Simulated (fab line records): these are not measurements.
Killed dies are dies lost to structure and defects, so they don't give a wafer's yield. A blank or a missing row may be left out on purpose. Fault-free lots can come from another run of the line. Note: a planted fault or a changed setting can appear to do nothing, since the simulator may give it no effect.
The tool behind it: which one? + flow nandHarc + Sampling: 13 lots, 39 wafers, 5 of 1302 route steps

== WHAT THE GAUGES READ, wafer by wafer ==
NHARC_P_BONDPAD_THK_MEAS_20: measures by xrf.
| lot  | measured     | on           | thkNm (nm)        |
|------|--------------|--------------|-------------------|
| L811 | day 6 16:02  | filmMetro-01 | 160.1 161.0 158.8 |
| L812 | day 6 21:22  | filmMetro-01 | 161.3 159.2 160.3 |
| L813 | day 7 15:25  | filmMetro-02 | 161.0 162.4 161.4 |
| L816 | day 8 14:09  | filmMetro-01 | 158.5 162.6 160.0 |
| L817 | day 9 07:53  | filmMetro-01 | 160.0 159.2 160.2 |
| L818 | day 9 16:02  | filmMetro-02 | 159.6 159.8 158.3 |
| L820 | day 10 15:19 | filmMetro-02 | 158.4 157.7 160.5 |
| L822 | day 11 04:27 | filmMetro-02 | 161.6 160.1 158.6 |
| L823 | day 11 17:41 | filmMetro-02 | 160.3 158.5 161.0 |
| L831 | day 15 02:20 | filmMetro-02 | 162.5 160.8 162.4 |
| L832 | day 15 11:10 | filmMetro-01 | 160.2 157.9 160.1 |
| L833 | day 15 23:38 | filmMetro-01 | 159.1 159.8 161.1 |
| L834 | day 16 14:01 | filmMetro-01 | 160.4 161.6 159.1 |

NHARC_A_ONON_D1_THK_MEAS_05: measures by ellipsometry.
| lot  | measured     | on           | thkNm (nm)     |
|------|--------------|--------------|----------------|
| L811 | day 7 16:41  | filmMetro-02 | 992 991 993    |
| L812 | day 7 20:59  | filmMetro-01 | 1007 1008 1008 |
| L813 | day 8 16:33  | filmMetro-01 | 1013 1013 1011 |
| L816 | day 9 14:43  | filmMetro-01 | 988 987 985    |
| L817 | day 10 11:54 | filmMetro-01 | 1014 1012 1014 |
| L818 | day 10 16:32 | filmMetro-02 | 1018 1019 1020 |
| L820 | day 11 15:46 | filmMetro-02 | 991 991 993    |
| L822 | day 12 06:21 | filmMetro-01 | 1245 1246 1247 |
| L823 | day 12 18:26 | filmMetro-01 | 1253 1254 1252 |
| L831 | day 16 02:26 | filmMetro-01 | 1020 1019 1019 |
| L832 | day 16 12:14 | filmMetro-02 | 1003 1003 1002 |
| L833 | day 17 00:07 | filmMetro-01 | 1001 1002 1002 |
| L834 | day 17 16:37 | filmMetro-02 | 988 989 988    |

NHARC_END_SORT_01.
| lot  | measured     | on        | killedAtArray | killedAtOther | killedAtPeriphery | killedDies  | killedOpen | killedShort |
|------|--------------|-----------|---------------|---------------|-------------------|-------------|------------|-------------|
| L822 | day 29 12:18 | prober-01 | 673 673 677   | 0 0 0         | 4 4 0             | 677 677 677 | 3 5 2      | 3 4 4       |
| L823 | day 29 19:17 | prober-01 | 672 669 673   | 1 0 0         | 4 8 4             | 677 677 677 | 3 4 2      | 1 5 2       |

== WHICH TOOL RAN EACH LOT (tool, then ch and the chambers of the sampled wafers, then the start) ==
| lot  | NHARC_A_ZERO_WELL_DESCUM_12       | NHARC_A_ONON_D1_DEP_03          |
|------|-----------------------------------|---------------------------------|
| L811 | rieDiel-07 ch 0,3, day 6 17:42    | pecvdOnon-04 ch 0, day 7 16:14  |
| L812 | rieDiel-12 ch 0,2,3, day 6 23:02  | pecvdOnon-04 ch 0, day 7 20:32  |
| L813 | rieDiel-07 ch 0,1, day 7 17:07    | pecvdOnon-02 ch 0, day 8 16:06  |
| L816 | rieDiel-07 ch 0,3, day 8 15:50    | pecvdOnon-02 ch 0, day 9 14:16  |
| L817 | rieDiel-07 ch 0,3, day 9 09:27    | pecvdOnon-04 ch 0, day 10 11:31 |
| L818 | rieDiel-07 ch 0,1,3, day 9 17:44  | pecvdOnon-04 ch 0, day 10 16:02 |
| L820 | rieDiel-07 ch 2,3, day 10 16:52   | pecvdOnon-04 ch 0, day 11 15:19 |
| L822 | rieDiel-06 ch 0,2,3, day 11 06:07 | pecvdOnon-04 ch 0, day 12 05:57 |
| L823 | rieDiel-07 ch 0,2,3, day 11 19:16 | pecvdOnon-04 ch 0, day 12 17:59 |
| L831 | rieDiel-12 ch 0,2,3, day 15 04:03 | pecvdOnon-04 ch 0, day 16 01:59 |
| L832 | rieDiel-07 ch 0,2,3, day 15 12:52 | pecvdOnon-04 ch 0, day 16 11:44 |
| L833 | rieDiel-07 ch 0,1,2, day 16 01:21 | pecvdOnon-02 ch 0, day 16 23:35 |
| L834 | rieDiel-07 ch 0,1,3, day 16 15:41 | pecvdOnon-01 ch 0, day 17 16:07 |
- NHARC_A_ZERO_WELL_DESCUM_12: chemistry O2, time 3 s.
- NHARC_A_ONON_D1_DEP_03: target thk 1000 nm.

== AS READ BY THE TOOLS THEMSELVES (means over the sampled wafers that have a number; for cases with no such wafer, the mark the record gives instead) ==
NHARC_A_ZERO_WELL_DESCUM_12.
| lot  | tool       | drypumpMotorCurrentA (A) | mfcArSccm (sccm) | oesProductAu (a.u.) | rfVppV (V) | showerheadPlenumPTorr (Torr) | throttleValvePct (%) |
|------|------------|--------------------------|------------------|---------------------|------------|------------------------------|----------------------|
| L811 | rieDiel-07 | 6.1                      | 0.024            | 0.999               | 58.7       | 1.94                         | 11.310               |
| L812 | rieDiel-12 | 5.7                      | 0.011            | 1.011               | 57.5       | 1.89                         | 11.318               |
| L813 | rieDiel-07 | 5.8                      | 0.008            | 0.995               | 57.2       | 1.94                         | 11.313               |
| L816 | rieDiel-07 | 6.3                      | 0.023            | 0.996               | 57.6       | 1.88                         | 11.312               |
| L817 | rieDiel-07 | 6.3                      | 0.023            | 1.001               | 57.4       | 1.88                         | 11.315               |
| L818 | rieDiel-07 | 6.0                      | 0.016            | 0.998               | 57.5       | 1.91                         | 11.305               |
| L820 | rieDiel-07 | 6.0                      | 0.009            | 0.991               | 58.0       | 1.90                         | 11.317               |
| L822 | rieDiel-06 | 5.5                      | 0.019            | 1.003               | 58.0       | 1.90                         | 11.315               |
| L823 | rieDiel-07 | 6.0                      | 0.017            | 0.994               | 58.4       | 1.92                         | 11.311               |
| L831 | rieDiel-12 | 5.7                      | 0.011            | 0.997               | 57.2       | 1.88                         | 11.312               |
| L832 | rieDiel-07 | 6.0                      | 0.017            | 1.002               | 59.1       | 1.92                         | 11.314               |
| L833 | rieDiel-07 | 5.8                      | 0.009            | 0.996               | 58.2       | 1.95                         | 11.308               |
| L834 | rieDiel-07 | 6.0                      | 0.016            | 1.003               | 57.5       | 1.91                         | 11.315               |

NHARC_A_ONON_D1_DEP_03.
| lot  | tool         | sih4FlowSccm (sccm) |
|------|--------------|---------------------|
| L811 | pecvdOnon-04 | 208.8               |
| L812 | pecvdOnon-04 | 210.7               |
| L813 | pecvdOnon-02 | 210.1               |
| L816 | pecvdOnon-02 | 210.6               |
| L817 | pecvdOnon-04 | 209.9               |
| L818 | pecvdOnon-04 | 210.9               |
| L820 | pecvdOnon-04 | 210.0               |
| L822 | pecvdOnon-04 | 210.4               |
| L823 | pecvdOnon-04 | 210.3               |
| L831 | pecvdOnon-04 | 210.4               |
| L832 | pecvdOnon-04 | 209.9               |
| L833 | pecvdOnon-02 | 209.9               |
| L834 | pecvdOnon-01 | 209.5               |

== THE ANSWER, worked out from the rows above alone ==
Rule: what is usual is taken from the lots themselves. Put in order of their means at a reading, lots are off if they are a third of the lots or fewer, leave a main group of 4 or more, and stand apart from it by a gap of 3 or more times the standard deviation of the main group's means; of several such gaps the widest counts. Not used: any main group whose means are identical at the precision the tables above print for the reading. Also off: a lot with no number at a reading for which 4 or more lots have one. Where the step has rows for the other lots, those lots are counted as sound. First the gauges in route order, then the tools' own readings, where a lot's mean is used as printed above. The first step at which some lot is off is used, and at that step the reading that is off furthest; a lot without a number counts as furthest.
Off: L822, L823 (NHARC_A_ONON_D1_THK_MEAS_05, thkNm). The main group has a mean of 1003 nm with a standard deviation of 12.
If a tool, at a process step before that reading, ran all the lots that are off and no sound lot after the first of them, it fits. The gauges at NHARC_A_ONON_D1_THK_MEAS_05 are tried like those tools. Of those tried, none fits.

== WHAT HAD BEEN PUT IN BY THE SIMULATOR ==
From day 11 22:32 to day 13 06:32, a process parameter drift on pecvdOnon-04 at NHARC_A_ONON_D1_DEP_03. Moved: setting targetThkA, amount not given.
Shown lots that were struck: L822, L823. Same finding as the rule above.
